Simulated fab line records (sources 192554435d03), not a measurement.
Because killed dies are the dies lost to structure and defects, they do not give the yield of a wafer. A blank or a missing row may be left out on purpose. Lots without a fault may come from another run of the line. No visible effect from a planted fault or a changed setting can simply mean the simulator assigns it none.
Split-lot trial || flow n5_finfet || route with 1938 steps; 7 lots, 21 wafers read

## THE SPLIT
At N5_DUMMY_GATE_DESCUM_20 (chemistry O2, time 6.2 s), the setting time_s was moved away from the recipe's 6.2 s on 9 of the 21 wafers read, by -22.5% to +11.8%. This setting was run at the recipe's value on the other wafers.

The reading is taken at the split's own step.

## THE READING
CAR-EUV_of_DUMMY_GATE_COAT_09.thk_nm (the simulator's own value, which no gauge read), in nm, at N5_DUMMY_GATE_DESCUM_20 (chemistry O2, time 6.2 s). The file does not state a usual value for it. Across the 12 wafers here that went through the recipe, the average is 26.6 nm and the standard deviation 0.087 nm.

{"wafer": "L079.1", "tool, chamber at the split": "rie_diel-04, 3", "time_s as run, s": 6.2, "against the recipe": "recipe", "CAR-EUV_of_DUMMY_GATE_COAT_09.thk_nm, nm": 26.6, "against lot-mates on the recipe": "-"}
{"wafer": "L079.3", "tool, chamber at the split": "rie_diel-04, 1", "time_s as run, s": 4.994, "against the recipe": "-19.5%", "CAR-EUV_of_DUMMY_GATE_COAT_09.thk_nm, nm": 27, "against lot-mates on the recipe": "+0.4"}
{"wafer": "L079.5", "tool, chamber at the split": "rie_diel-04, 2", "time_s as run, s": 4.994, "against the recipe": "-19.5%", "CAR-EUV_of_DUMMY_GATE_COAT_09.thk_nm, nm": 27.2, "against lot-mates on the recipe": "+0.6"}
{"wafer": "L082.1", "tool, chamber at the split": "rie_diel-02, 2,3", "time_s as run, s": 6.2, "against the recipe": "recipe", "CAR-EUV_of_DUMMY_GATE_COAT_09.thk_nm, nm": 26.6, "against lot-mates on the recipe": "-"}
{"wafer": "L082.4", "tool, chamber at the split": "rie_diel-02, 2,3", "time_s as run, s": 6.2, "against the recipe": "recipe", "CAR-EUV_of_DUMMY_GATE_COAT_09.thk_nm, nm": 26.6, "against lot-mates on the recipe": "-"}
{"wafer": "L082.2", "tool, chamber at the split": "rie_diel-02, 1", "time_s as run, s": 6.931, "against the recipe": "+11.8%", "CAR-EUV_of_DUMMY_GATE_COAT_09.thk_nm, nm": 26, "against lot-mates on the recipe": -0.6}
{"wafer": "L083.1", "tool, chamber at the split": "rie_diel-01, 2,3,0", "time_s as run, s": 6.2, "against the recipe": "recipe", "CAR-EUV_of_DUMMY_GATE_COAT_09.thk_nm, nm": 26.6, "against lot-mates on the recipe": "-"}
{"wafer": "L083.3", "tool, chamber at the split": "rie_diel-01, 2,3,0", "time_s as run, s": 6.2, "against the recipe": "recipe", "CAR-EUV_of_DUMMY_GATE_COAT_09.thk_nm, nm": 26.6, "against lot-mates on the recipe": "-"}
{"wafer": "L083.6", "tool, chamber at the split": "rie_diel-01, 2,3,0", "time_s as run, s": 6.2, "against the recipe": "recipe", "CAR-EUV_of_DUMMY_GATE_COAT_09.thk_nm, nm": 26.6, "against lot-mates on the recipe": "-"}
{"wafer": "L089.3", "tool, chamber at the split": "rie_diel-01, 0,3", "time_s as run, s": 5.046, "against the recipe": "-18.6%", "CAR-EUV_of_DUMMY_GATE_COAT_09.thk_nm, nm": 27.2, "against lot-mates on the recipe": "+0.6"}
{"wafer": "L089.5", "tool, chamber at the split": "rie_diel-01, 0,3", "time_s as run, s": 5.046, "against the recipe": "-18.6%", "CAR-EUV_of_DUMMY_GATE_COAT_09.thk_nm, nm": 27.2, "against lot-mates on the recipe": "+0.6"}
{"wafer": "L089.6", "tool, chamber at the split": "rie_diel-01, 2", "time_s as run, s": 6.2, "against the recipe": "recipe", "CAR-EUV_of_DUMMY_GATE_COAT_09.thk_nm, nm": 26.6, "against lot-mates on the recipe": "-"}
{"wafer": "L090.2", "tool, chamber at the split": "rie_diel-02, 1", "time_s as run, s": 5.104, "against the recipe": "-17.7%", "CAR-EUV_of_DUMMY_GATE_COAT_09.thk_nm, nm": 26.8, "against lot-mates on the recipe": "+0.4"}
{"wafer": "L090.3", "tool, chamber at the split": "rie_diel-02, 3,2", "time_s as run, s": 6.2, "against the recipe": "recipe", "CAR-EUV_of_DUMMY_GATE_COAT_09.thk_nm, nm": 26.4, "against lot-mates on the recipe": "-"}
{"wafer": "L090.4", "tool, chamber at the split": "rie_diel-02, 3,2", "time_s as run, s": 6.2, "against the recipe": "recipe", "CAR-EUV_of_DUMMY_GATE_COAT_09.thk_nm, nm": 26.4, "against lot-mates on the recipe": "-"}
{"wafer": "L094.2", "tool, chamber at the split": "rie_diel-02, 0", "time_s as run, s": 6.2, "against the recipe": "recipe", "CAR-EUV_of_DUMMY_GATE_COAT_09.thk_nm, nm": 26.6, "against lot-mates on the recipe": "-"}
{"wafer": "L094.3", "tool, chamber at the split": "rie_diel-02, 2", "time_s as run, s": 6.2, "against the recipe": "recipe", "CAR-EUV_of_DUMMY_GATE_COAT_09.thk_nm, nm": 26.4, "against lot-mates on the recipe": "-"}
{"wafer": "L094.5", "tool, chamber at the split": "rie_diel-02, 2", "time_s as run, s": 4.805, "against the recipe": "-22.5%", "CAR-EUV_of_DUMMY_GATE_COAT_09.thk_nm, nm": 27.2, "against lot-mates on the recipe": "+0.7"}
{"wafer": "L095.1", "tool, chamber at the split": "rie_diel-02, 3", "time_s as run, s": 6.2, "against the recipe": "recipe", "CAR-EUV_of_DUMMY_GATE_COAT_09.thk_nm, nm": 26.6, "against lot-mates on the recipe": "-"}
{"wafer": "L095.3", "tool, chamber at the split": "rie_diel-02, 1", "time_s as run, s": 6.805, "against the recipe": "+9.8%", "CAR-EUV_of_DUMMY_GATE_COAT_09.thk_nm, nm": 26.4, "against lot-mates on the recipe": -0.2}
{"wafer": "L095.4", "tool, chamber at the split": "rie_diel-02, 2", "time_s as run, s": 6.805, "against the recipe": "+9.8%", "CAR-EUV_of_DUMMY_GATE_COAT_09.thk_nm, nm": 26.2, "against lot-mates on the recipe": -0.4}
The file does not say which wafer passed through which chamber wherever a row lists several chambers: such a row stands for several wafers.

FIT RESULTS
A straight line over all 21 wafers: CAR-EUV_of_DUMMY_GATE_COAT_09.thk_nm changes by -0.0297 nm for each +1% of time_s; r = -0.94; the points scatter about the line by 0.12 nm.
The same after taking each lot's own level away (the mean of its wafers on the recipe; 21 wafers): -0.0306 nm for each +1%; r = -0.97; scatter 0.087 nm.
According to that fit, moving time_s by its largest amount changes the reading by 0.69 nm.
Measured against the standard deviation above, the lots' own levels, which go from 26.40 to 26.60 nm, span 2.3 times it.
Consequently the slope shifts little with the lot-to-lot level, the two slopes agreeing.
Check: with one of the wafers moved furthest among these (-22.5%) left out of the fit, the line predicts +0.657 nm for it against its lot-mates. Against them it came out at +0.7 nm.

## FURTHER SPLITS ON THESE WAFERS
Before the reading, these wafers also passed through other splits. Each is held against what the fit with the lots' levels taken away leaves over:
{"other split on the same wafers": "N5_PMOS_HMC_CHANNEL_EPI_COAT_03 spin_rpm", "wafers away from the commonest value": 7, "r with CAR-EUV_of_DUMMY_GATE_COAT_09.thk_nm (lot level and that fit taken away)": -0.05}
{"other split on the same wafers": "N5_PMOS_HMC_CHANNEL_EPI_PEB_07 peb_time_s", "wafers away from the commonest value": 8, "r with CAR-EUV_of_DUMMY_GATE_COAT_09.thk_nm (lot level and that fit taken away)": "+0.02"}
{"other split on the same wafers": "N5_FIN_SAQP_SPACER1_ALD_24 ald_cycles", "wafers away from the commonest value": 7, "r with CAR-EUV_of_DUMMY_GATE_COAT_09.thk_nm (lot level and that fit taken away)": "+0.19"}
{"other split on the same wafers": "N5_DUMMY_GATE_EXPOSE_12 dose_mj", "wafers away from the commonest value": 6, "r with CAR-EUV_of_DUMMY_GATE_COAT_09.thk_nm (lot level and that fit taken away)": -0.40}

## FILE'S OWN FIT
CAR-EUV_of_DUMMY_GATE_COAT_09.thk_nm changes by -0.0302 nm for each +1% of time_s, r = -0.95.
